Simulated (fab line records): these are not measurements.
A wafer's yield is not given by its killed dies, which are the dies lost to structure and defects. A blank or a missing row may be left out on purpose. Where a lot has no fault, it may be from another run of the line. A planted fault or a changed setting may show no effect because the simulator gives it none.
fab line records	flow nandHarc
record: lots: 13	wafers: 39	lastDay: 34
route steps=1302 shown P_STI@109 P_GATE@142
lots with no fault: from the same line, run without faults
startH: hours from the record's opening day to when the first of the lot's shown wafers began	waitH: how many hours have passed since the lot's step before this one	" the same as in the row above	L1.1+2: a single row standing in for several wafers	- no value, or no start was given	* or withheld: withheld	< > ~ a bound
route shown NAME@n: NAME is a module with steps in the file, n the number in the route of the first one	usual: the fault-free wafers' mean and standard deviation	same: alike in all rows	chamber/n: place in a boat	sites: the reading at each site	_std_site: the values' standard deviation	_edge_site: outer sites' mean less inner sites'	radiusMm: for every site, how far away it sits from the centre of the wafer	mask NAME#n: copy n	behind: the last tool/chamber to shape the wafer	hold: the reason the lot was held/the length of the hold in hours/how it ended	device: transistor that didn't switch, given as n, p or np	end of line: the route-end tests of the same wafers	a step given without rows: its recipe and nothing more	killed: the dies lost at the first sort to structure and to defects; this is not the yield of the wafer	map: per-die view of a wafer (x killed, . not killed, _ where there is no die)
set.NAME: the setting that was run; set.NAME@STEP: the one run at that earlier step	model.NAME: the simulator's own value behind a step, which no gauge read
steps of the route over a sample of lots; a table a step, a row a wafer
services: from which hour (startH, from the record's first day; less than 0 if before it) a tool's chamber was out of use, for how many hours, and why
== steps ==
step: NHARC_P_STI_INSPECT_25
usual: rawDefectCount: 202/68
lot.wafer	tool	chamber	startH	waitH	rawDefectCount
L681.2	defectInspect-01	-	70.30	0.4	192
L681.4	"	-	"	"	205
L681.5	"	-	"	"	169
L682.2	defectInspect-02	-	85.38	0.4	205
L682.4	"	-	"	"	135
L682.5	"	-	"	"	157
L683.1	defectInspect-01	-	91.46	0.4	190
L683.2	"	-	"	"	231
L683.6	"	-	"	"	221
L684.1	defectInspect-01	-	107.16	0.4	219
L684.4	"	-	"	"	168
L684.6	"	-	"	"	203
L685.1	defectInspect-01	-	110.33	0.4	331
L685.3	"	-	"	"	109
L685.5	"	-	"	"	143
L686.4	defectInspect-01	-	121.34	0.4	229
L686.5	"	-	"	"	227
L686.6	"	-	"	"	145
L687.2	defectInspect-01	-	132.78	0.4	107
L687.4	"	-	"	"	169
L687.5	"	-	"	"	155
L688.2	defectInspect-01	-	141.86	0.4	327
L688.4	"	-	"	"	179
L688.5	"	-	"	"	393
L689.1	defectInspect-01	-	156.42	0.4	114
L689.3	"	-	"	"	325
L689.4	"	-	"	"	152
L691.3	defectInspect-01	-	172.42	0.4	322
L691.4	"	-	"	"	262
L691.5	"	-	"	"	334
L695.2	defectInspect-02	-	215.13	0.4	206
L695.3	"	-	"	"	146
L695.4	"	-	"	"	212
L703.2	defectInspect-01	-	293.30	0.4	304
L703.4	"	-	"	"	228
L703.5	"	-	"	"	284
L704.1	defectInspect-01	-	301.36	0.4	195
L704.2	"	-	"	"	347
L704.5	"	-	"	"	194
step: NHARC_P_GATE_OVL_MEAS_27
usual: overlayXNm: 0.3/1.2	overlayYNm: 0.0/0.85
lot.wafer	tool	chamber	startH	waitH	overlayXNm	overlayYNm
L681.2	overlay-02	-	96.80	-	-0.8	-1.1
L681.4	"	-	"	"	-0.6	-0.9
L681.5	"	-	"	"	-1.2	-0.8
L682.2	overlay-02	-	109.71	-	-0.1	0.2
L682.4	"	-	"	"	-0.2	0.8
L682.5	"	-	"	"	0.1	0.8
L683.1	overlay-01	-	117.99	-	0.9	0.7
L683.2	"	-	"	"	0.8	0.4
L683.6	"	-	"	"	0.8	0.2
L684.1	overlay-01	-	129.81	-	1.2	-1.4
L684.4	"	-	"	"	1.8	-1.1
L684.6	"	-	"	"	1.2	-0.7
L685.1	overlay-01	-	130.57	-	0.6	-0.3
L685.3	"	-	"	"	0.8	-0.3
L685.5	"	-	"	"	0.7	-0.5
L686.4	overlay-02	-	143.38	-	0.5	0.3
L686.5	"	-	"	"	0.2	0.5
L686.6	"	-	"	"	0.1	0.4
L687.2	overlay-02	-	160.61	-	-2.0	-0.1
L687.4	"	-	"	"	-2.1	-0.4
L687.5	"	-	"	"	-2.1	-0.2
L688.2	overlay-02	-	166.43	-	0.7	0.0
L688.4	"	-	"	"	0.5	0.7
L688.5	"	-	"	"	0.2	0.2
L689.1	overlay-01	-	179.46	-	-2.9	-0.4
L689.3	"	-	"	"	-2.7	-0.1
L689.4	"	-	"	"	-3.2	-0.8
L691.3	overlay-02	-	199.93	-	0.5	0.1
L691.4	"	-	"	"	0.7	0.1
L691.5	"	-	"	"	0.4	-0.1
L695.2	overlay-02	-	237.89	-	1.2	-0.5
L695.3	"	-	"	"	1.3	-0.6
L695.4	"	-	"	"	1.7	-0.1
L703.2	overlay-02	-	316.27	-	-1.5	1.8
L703.4	"	-	"	"	-1.2	1.7
L703.5	"	-	"	"	-1.4	1.3
L704.1	overlay-01	-	328.76	-	0.8	1.2
L704.2	"	-	"	"	1.1	1.5
L704.5	"	-	"	"	1.4	0.8
step: NHARC_P_GATE_STRIP_101
recipe: timeS: 20	o2FlowSccm: 500	arFlowSccm: 0	biasW: 0	chemistry: O2
usual: drypumpMotorCurrentA: 5.8/0.38	mfcArSccm: 0.006/0.0085	oesProductAu: 1.002/0.011	rfVppV: 57.8/0.94	showerheadPlenumPTorr: 3.56/0.14	throttleValvePct: 17.036/0.0093
lot.wafer	tool	chamber	startH	waitH	drypumpMotorCurrentA	mfcArSccm	oesProductAu	rfHoursCounterH	rfVppV	showerheadPlenumPTorr	throttleValvePct
L681.4	rieDiel-10	2	108.32	0.1	5.4	0	0.979	3	57.7	3.50	17.040
L681.2	"	1	"	"	5.4	0	1.017	3	57.6	3.70	17.040
L681.5	"	2	"	"	5.4	0	0.990	-	57.8	3.50	17.030
L682.2	rieDiel-09	3	120.74	0.1	5.6	0	0.998	10	58.0	3.56	17.044
L682.4	"	1	"	"	6.0	0.014	1.002	9	56.9	3.50	17.025
L682.5	"	3	"	"	5.6	0	1.005	-	57.6	3.56	17.050
L683.2	rieDiel-10	2	129.13	0.1	5.4	0	0.980	3	56.6	3.50	17.041
L683.1	"	0	"	"	6.1	0	1.005	4	58.1	3.72	17.044
L683.6	"	1	"	"	5.5	0	1.016	-	57.1	3.70	17.046
L684.1	rieDiel-10	0	140.85	0.1	6.0	0	1.012	5	58.3	3.72	17.035
L684.4	"	3	"	"	5.7	0	1.001	5	57.5	3.36	17.041
L684.6	"	1	"	"	5.5	0	1.009	-	58.4	3.70	17.032
L685.1	rieDiel-09	2	141.55	0.1	6.4	0.014	1.008	10	57.3	3.35	17.048
L685.3	"	3	"	"	5.6	0	1.001	10	56.6	3.56	17.042
L685.5	"	2	"	"	6.4	0.014	1.010	-	58.2	3.35	17.045
L686.4	rieDiel-01	2	156.43	0.1	6.0	0.024	1.001	9	56.6	3.70	17.045
L686.5	"	2	"	"	6.0	0.024	0.988	-	57.9	3.70	17.021
L686.6	"	3	"	"	6.3	0	0.988	-	57.0	3.63	17.030
L687.2	rieDiel-01	3	171.54	0.1	6.2	0	1.000	10	58.3	3.63	17.031
L687.4	"	1	"	"	5.3	0	1.009	7	56.8	3.40	17.020
L687.5	"	3	"	"	6.3	0	0.989	-	60.2	3.63	17.054
L688.2	rieDiel-09	3	177.52	0.1	5.6	0	0.980	1	56.7	3.56	17.040
L688.4	"	2	"	"	6.4	0.014	0.992	0	57.5	3.35	17.023
L688.5	"	0	"	"	5.6	0	0.981	-	58.1	3.78	17.024
L689.4	rieDiel-01	2	190.29	0.1	6.0	0.024	0.985	12	57.4	3.69	17.049
L689.1	"	3	"	"	6.3	0	0.987	11	57.9	3.63	17.039
L689.3	"	0	"	"	5.2	0.013	1.004	11	57.5	3.45	17.029
L691.4	rieDiel-09	2	210.99	0.1	6.4	0.014	0.992	2	59.2	3.35	17.041
L691.3	"	0	"	"	5.6	0	0.984	3	59.9	3.77	17.021
L691.5	"	1	"	"	6.0	0.014	1.008	-	57.0	3.50	17.058
L695.3	rieDiel-01	3	248.96	0.1	6.3	0	1.000	2	57.7	3.62	17.047
L695.2	"	2	"	"	6.0	0.024	0.998	2	58.0	3.69	17.036
L695.4	"	2	"	"	6.0	0.024	0.998	-	58.1	3.69	17.041
L703.2	rieDiel-01	3	327.14	0.1	6.3	0	1.000	7	58.2	3.62	17.026
L703.4	"	1	"	"	5.3	0	1.014	5	58.4	3.40	17.020
L703.5	"	0	"	"	5.2	0.013	1.017	-	57.6	3.45	17.045
L704.1	rieDiel-10	0	339.98	0.1	6.0	0	1.010	7	59.0	3.72	17.037
L704.2	"	1	"	"	5.5	0	1.024	7	59.1	3.69	17.034
L704.5	"	0	"	"	6.0	0	1.012	-	60.1	3.72	17.030
step: NHARC_P_GATE_EXPOSE_43
recipe: na: 0.6	targetCdNm: 720	doseMj: 14.81	maskId: P_NSD
lot.wafer	tool	chamber	startH	waitH	mask
L681.2+4+5	krfScanner-03	0	109.10	-	P_NSD#0
L682.2+4+5	krfScanner-02	0	121.51	-	P_NSD#0
L683.1+2+6	krfScanner-01	0	129.89	-	P_NSD#0
L684.1+4+6	krfScanner-02	0	141.62	-	P_NSD#0
L685.1+3+5	krfScanner-03	0	142.31	-	P_NSD#0
L686.4+5+6	krfScanner-03	0	157.10	-	P_NSD#0
L687.2+4+5	krfScanner-03	0	172.19	-	P_NSD#0
L688.2+4+5	krfScanner-03	0	178.17	-	P_NSD#0
L689.1+3+4	krfScanner-02	0	191.05	-	P_NSD#0
L691.3+4+5	krfScanner-03	0	211.64	-	P_NSD#0
L695.2+3+4	krfScanner-01	0	249.76	-	P_PSD#0
L703.2+4+5	krfScanner-02	0	327.91	-	P_NSD#0
L704.1+2+5	krfScanner-02	0	340.62	-	P_NSD#0
step: NHARC_P_GATE_CD_MEAS_46
recipe: targetCdNm: 720	landingEnergyEv: 500
usual: cdNm: 719.2/1.8
same: landingEnergyEv: 500
lot.wafer	tool	chamber	startH	waitH	cdNm
L681.2	cdSem-02	0	109.25	-	720.0
L681.4	"	0	"	"	720.1
L681.5	"	0	"	"	718.8
L682.2	cdSem-01	0	121.66	-	718.6
L682.4	"	0	"	"	717.5
L682.5	"	0	"	"	721.8
L683.1	cdSem-02	0	130.04	-	720.1
L683.2	"	0	"	"	717.7
L683.6	"	0	"	"	719.3
L684.1	cdSem-02	0	141.78	-	721.7
L684.4	"	0	"	"	719.3
L684.6	"	0	"	"	718.9
L685.1	cdSem-02	0	142.47	-	722.1
L685.3	"	0	"	"	720.3
L685.5	"	0	"	"	718.2
L686.4	cdSem-01	0	157.25	-	722.3
L686.5	"	0	"	"	719.9
L686.6	"	0	"	"	719.2
L687.2	cdSem-02	0	172.34	-	718.5
L687.4	"	0	"	"	721.0
L687.5	"	0	"	"	718.2
L688.2	cdSem-01	0	178.32	-	719.0
L688.4	"	0	"	"	716.5
L688.5	"	0	"	"	717.8
L689.1	cdSem-03	0	191.21	-	716.8
L689.3	"	0	"	"	718.9
L689.4	"	0	"	"	717.6
L691.3	cdSem-03	0	211.79	-	719.0
L691.4	"	0	"	"	720.7
L691.5	"	0	"	"	720.1
L695.2	cdSem-02	0	249.91	-	-
L695.3	"	0	"	"	-
L695.4	"	0	"	"	-
L703.2	cdSem-03	0	328.06	-	717.6
L703.4	"	0	"	"	719.5
L703.5	"	0	"	"	721.3
L704.1	cdSem-03	0	340.78	-	720.6
L704.2	"	0	"	"	719.5
L704.5	"	0	"	"	721.6
== services ==
tool	chamber	startH	hours	kind
rieDiel-09	0	85.69	2.9	repair
rieDiel-09	1	93.88	1.3	repair
krfScanner-02	-	94.00	4.0	pm
rieDiel-01	1	96.31	14.8	repair
rieDiel-09	2	97.91	3.2	repair
rieDiel-10	2	115.16	7.7	repair
krfScanner-03	-	118.23	0.6	repair
krfScanner-01	-	140.00	4.0	pm
rieDiel-09	-	143.10	9.0	pm
krfScanner-02	-	149.05	2.5	repair
rieDiel-09	-	156.95	0.8	repair
rieDiel-01	3	181.54	1.6	repair
rieDiel-01	-	197.64	0.4	repair
rieDiel-01	-	203.84	9.0	pm
rieDiel-09	1	208.63	1.5	repair
krfScanner-03	-	224.00	4.0	pm
rieDiel-01	1	241.90	36.7	repair
rieDiel-10	-	242.56	9.0	pm
krfScanner-03	-	259.65	0.7	repair
krfScanner-02	-	266.00	4.0	pm
rieDiel-09	-	291.38	1.2	repair
krfScanner-02	-	291.73	2.3	repair
rieDiel-09	-	320.10	9.0	pm
rieDiel-01	1	327.54	3.7	repair
== key ==
firstSign: step: NHARC_P_GATE_EXPOSE_43	reading: mask	direction: changed
effect: step: NHARC_P_GATE_CD_MEAS_46	reading: cdNm	direction: missing
metAt NHARC_P_GATE_EXPOSE_43
struckLots L695
laterRowsLeftOut L695.2,L695.3,L695.4
sortLeftOut L695.2,L695.3,L695.4
testerLeftOut L695
notActingAt NHARC_P_STI_INSPECT_25,NHARC_P_GATE_OVL_MEAS_27,NHARC_P_GATE_STRIP_101
onsetBetween 129.89 249.76
fault: kind: wrongMask	tool: any	chamber: -	onsetH: 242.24	steps: NHARC_P_GATE_EXPOSE_43	auxCopy: P_PSD#0	scope: struckLotsOnly
testerLeftOut: of these lots the tester's yield and bins aren't shown, on N5 and GAA mostly nor the transistor test; their killed dies are dies lost to structure and defects alone, not to doping, threshold or leakage, so they don't give the yield
sortLeftOut: the simulated sort isn't trusted on such a fault, so these wafers' sort isn't shown, and their yield isn't known
laterRowsLeftOut: the simulator's readings of these wafers behind a module that went badly wrong aren't trusted and aren't shown, but for the sort
